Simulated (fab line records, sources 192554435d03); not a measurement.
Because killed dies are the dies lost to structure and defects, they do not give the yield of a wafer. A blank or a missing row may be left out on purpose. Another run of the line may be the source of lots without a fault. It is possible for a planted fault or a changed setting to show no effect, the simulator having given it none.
Struck lot and sound lot, side by side -- flow n5Finfet -- 12 steps out of a route of 1938
Sound: these wafers, L104.1, L104.4, L104.5. Struck: wafer L113.6 (left out: L113.2, L113.3 of the same lot, which were not struck); the cause appears at the end.
Each step with rows lists, per side, the tool, then ch with its chambers, then its first start. Under that, the readings that differ: sound wafers -- struck wafers -- difference of the means -- sigmas: that difference in standard deviations of wafers without a fault.
alike: readings with means less than 2 such deviations apart, plus words and numbers identical on both sides. not compared: withheld readings, readings lacking a value on some wafer, bounds such as >300 that could conceal the same value, and numbers that have no deviation in the record and whose values overlap.
The two part at a step that has a row with sigmas, a row that says differs or no value, or rows on one side only. Numbers that have no deviation but don't overlap get no sigmas and don't part them. Lack of a reading on every wafer of one side parts them only where that side has two or more wafers.

first, 9 steps without rows for these wafers: N5_SDB_EXPOSE_08 (exposes mask SDB); N5_SDB_PEB_09 (peb time 60 s); N5_SDB_DEVELOP_10 (develop time 30 s); N5_SDB_DESCUM_16 (chemistry O2, time 7.9 s); N5_SDB_ETCH_17 (etches SiARC in CF4, target depth 23.4 nm, time 39 s); N5_SDB_ETCH_18 (etches SOC in N2/H2, target depth 100 nm, overetch 20 nm, time 150 s); N5_SDB_STRIP_19 (strips in N2/H2); N5_SDB_STRIP_21 (strips in CF4); N5_SDB_HM_OPEN_20 (chemistry CH3F/O2, target SiNx, stops on poly-Si, target depth 24 nm).
N5_SDB_STRIP_22: strips in N2/H2.
  sound on plasmaAsher-02 ch 0,1, day 4 12:52; struck on plasmaAsher-02 ch 0, day 6 22:32
reading,sound,struck,difference,sigmas
stripTimeToEndpointS (s),96.1 96.5 96.4,98.6,+2.3,+7
  alike: drypumpMotorCurrentA, h2FlowSccm, heaterPowerW, n2FlowSccm, oesProductAu
  not compared: rfHoursCounterH
then, 1 step without rows for these wafers: N5_SDB_PRECLEAN_23 (cleans in dHF, time 30 s).
-- the record jumps here: 4 days lie between the struck wafers' starts before and after (it left off in module SDB and takes up again in module BEOL_M4, whose first step shown is number 1111 of the route) --
N5_BEOL_M4_RC_MEAS_101:
  sound on prober-02 ch 0, day 9 18:14; struck on prober-01 ch 0, day 11 09:19
reading,sound,struck,difference,sigmas
DIBL_P (mV/V),36.7 36.1 34.7,31.6,-4.2,-3
  alike: DIBL_N, IOFF_N, IOFF_P, ION_N, ION_P, SS_N, SS_P, VT_N, VT_P

WHERE THEY PART
Earliest at N5_SDB_STRIP_22; latest, in this record, at N5_BEOL_M4_RC_MEAS_101.

WHY: whatever the simulator had introduced
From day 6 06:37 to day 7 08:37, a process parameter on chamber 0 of plasmaAsher-02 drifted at N5_SDB_STRIP_22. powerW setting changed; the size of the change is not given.
